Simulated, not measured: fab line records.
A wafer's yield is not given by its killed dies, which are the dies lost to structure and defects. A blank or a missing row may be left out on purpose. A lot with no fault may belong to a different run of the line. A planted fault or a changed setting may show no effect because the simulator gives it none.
A struck lot beside a sound one + flow n5Finfet + 41 steps out of a route of 1938
Sound: the wafers L807.1, L807.2, L807.5. Wafers struck: L799.3, L799.4, L799.6. Last of all comes the cause.
Each step with rows lists, per side, the tool, then ch with its chambers, then its first start. Under that, the readings that differ: sound wafers + struck wafers + difference of the means + sigmas: that difference in standard deviations of wafers without a fault.
alike: readings with means less than 2 such deviations apart, plus words and numbers identical on both sides. not compared: withheld readings, readings lacking a value on some wafer, bounds such as >300 that could conceal the same value, and numbers that have no deviation in the record and whose values overlap.
A row with sigmas, a row that says differs or no value, or rows on one side alone: a step with any of these is where the two part. Numbers that have no deviation but don't overlap get no sigmas and don't part them. A reading that every wafer of one side lacks parts them only if that side has two wafers or more.

first, 11 steps without rows for these wafers: N5_BEOL_M0_SAQP_SPACER1_ETCHBACK_99 (etches SiO2 in CHF3/O2, target depth 15.4 nm, time 7.7 s); N5_BEOL_M0_SAQP_MANDREL1_REMOVE_100 (chemistry HBr/Cl2/O2, target a-Si, stops on SiNx, bt time 10 s); N5_BEOL_M0_SAQP_ETCH_101 (etches SiNx in CH3F/O2, target depth 29.9 nm, time 42.7 s); N5_BEOL_M0_SAQP_ETCH_102 (etches SiO2 in CF4, target depth 4 nm, time 4.4 s); N5_BEOL_M0_SAQP_MANDREL_ETCH_103 (etches a-Si in HBr/Cl2, stops on SiCN, target depth 45 nm, bt time 10 s, time 27 s); N5_BEOL_M0_SAQP_RECESS_104 (chemistry HF/NH3, target SiO2, target depth 18 nm, afs cycles 3, sublimation time 60 s); N5_BEOL_M0_SAQP_COAT_105 (time 60 s, resist thk 100 nm); N5_BEOL_M0_SAQP_ETCH_106 (etches SOC in N2/H2, stops on SiNx, target depth 150 nm); N5_BEOL_M0_SAQP_ETCH_107 (etches SiNx in CH3F/O2, target depth 30 nm); N5_BEOL_M0_SAQP_STRIP_108 (strips in N2/H2); N5_BEOL_M0_SAQP_RECESS_109 (chemistry HF/NH3, target SiO2, target depth 3 nm, afs cycles 1, sublimation time 60 s).
N5_BEOL_M0_SAQP_SPACER2_ALD_26: deposits SiO2, target thk 15 nm, pulse time 1 s, purge time 2 s.
  sound on aldSin-01 ch 1,3, day 10 05:38; struck on aldSin-04 ch 0,1,3, day 7 13:21
  alike: heaterPowerW, precursorPulseHeightRel
then, 11 steps without rows for these wafers: N5_BEOL_M0_SAQP_SPACER2_ETCHBACK_27 (etches SiO2 in CHF3/O2, target depth 22.5 nm, time 11.25 s); N5_BEOL_M0_SAQP_MANDREL2_REMOVE_110 (chemistry HBr/Cl2/O2, target a-Si, stops on SiCN, bt time 10 s); N5_BEOL_M0_SAQP_COAT_69 (time 60 s, resist thk 90 nm); N5_BEOL_M0_SAQP_COAT_72 (time 60 s, resist thk 15 nm); N5_BEOL_M0_SAQP_COAT_87 (time 60 s, resist thk 5 nm); N5_BEOL_M0_SAQP_COAT_34 (resist thk 30 nm); N5_BEOL_M0_SAQP_EBR_36; N5_BEOL_M0_SAQP_SOFTBAKE_35 (time 60 s); N5_BEOL_M0_SAQP_EXPOSE_37 (exposes mask M0 CUT1, target cd 30 nm); N5_BEOL_M0_SAQP_PEB_38 (peb time 60 s); N5_BEOL_M0_SAQP_DEVELOP_39 (develop time 30 s).
N5_BEOL_M0_SAQP_INSPECT_42: inspects for defects (brightfield).
  sound: defectInspect-01 at day 10 06:49; struck: defectInspect-02 at day 7 14:40
| reading        | sound       | struck      | difference | sigmas |
|----------------|-------------|-------------|------------|--------|
| rawDefectCount | 254 307 325 | 652 567 585 | +306       | +4     |
then, 14 steps without rows for these wafers: N5_BEOL_M0_SAQP_DESCUM_45 (chemistry O2, time 7 s); N5_BEOL_M0_SAQP_ETCH_88 (etches underlayer in N2/H2, target depth 6.5 nm, time 5.2 s); N5_BEOL_M0_SAQP_ETCH_73 (etches SiARC in CF4, target depth 19.5 nm, time 32.5 s); N5_BEOL_M0_SAQP_CUT_ETCH_46 (etches SOC in N2/H2, target depth 135 nm, overetch 27 nm, time 202.5 s); N5_BEOL_M0_SAQP_STRIP_74 (strips in N2/H2); N5_BEOL_M0_SAQP_STRIP_89 (strips in N2/H2); N5_BEOL_M0_SAQP_ALD_48 (deposits SiO2, target thk 20 nm, pulse time 1 s, co reactant pulse time 1 s); N5_BEOL_M0_SAQP_ETCH_49 (etches SiO2 in CF4/O2, target depth 37 nm); N5_BEOL_M0_SAQP_STRIP_75 (strips in CF4); N5_BEOL_M0_CUTY_COAT_50 (time 60 s, resist thk 15 nm); N5_BEOL_M0_CUTY_COAT_51 (resist thk 150 nm); N5_BEOL_M0_CUTY_EBR_52; N5_BEOL_M0_CUTY_SOFTBAKE_53 (time 60 s); N5_BEOL_M0_CUTY_EXPOSE_54 (exposes mask M0 ABLK).
N5_BEOL_M0_CUTY_INSPECT_59: inspects for defects (macro).
  sound: defectInspect-02 at day 10 08:17; struck: defectInspect-01 at day 7 16:19
| reading        | sound | struck        | difference | sigmas |
|----------------|-------|---------------|------------|--------|
| rawDefectCount | 3 3 4 | 277 >300 >300 | differs    |        |
-- record jumps: 2 days separate the struck wafers' starts on either side; left off in module BEOL_M0_CUTY, taken up again in module BEOL_M4, whose first shown step is the route's number 1111 --
N5_BEOL_M4_RC_MEAS_101:
  sound on prober-02 ch 0, day 12 06:56; struck on prober-01 ch 0, day 9 19:55
| reading       | sound          | struck         | difference | sigmas |
|---------------|----------------|----------------|------------|--------|
| ION_N (uA/um) | 693 688 710    | 688 661 663    | -26        | -2     |
| ION_P (uA/um) | 477 483 488    | 465 463 460    | -20        | -3     |
| SS_P (mV/dec) | 73.7 73.5 75.3 | 73.7 72.1 72.4 | -1.4       | -2     |
  alike: DIBL_N, DIBL_P, IOFF_N, IOFF_P, SS_N, VT_N, VT_P
-- a jump in the record: the struck wafers' starts before and after are 5 days apart (it breaks off in module BEOL_M4 and resumes in module PASSIVATION, where the first step shown is number 1936 of the route) --
N5_PASSIVATION_PROBE_49:
  record: rows for the struck wafers here (prober-02, day 14 13:56), none for the sound ones

== WHERE THEY PART ==
At N5_BEOL_M0_SAQP_INSPECT_42 first; at N5_PASSIVATION_PROBE_49 last (within this record only).

WHY: whatever the simulator had introduced
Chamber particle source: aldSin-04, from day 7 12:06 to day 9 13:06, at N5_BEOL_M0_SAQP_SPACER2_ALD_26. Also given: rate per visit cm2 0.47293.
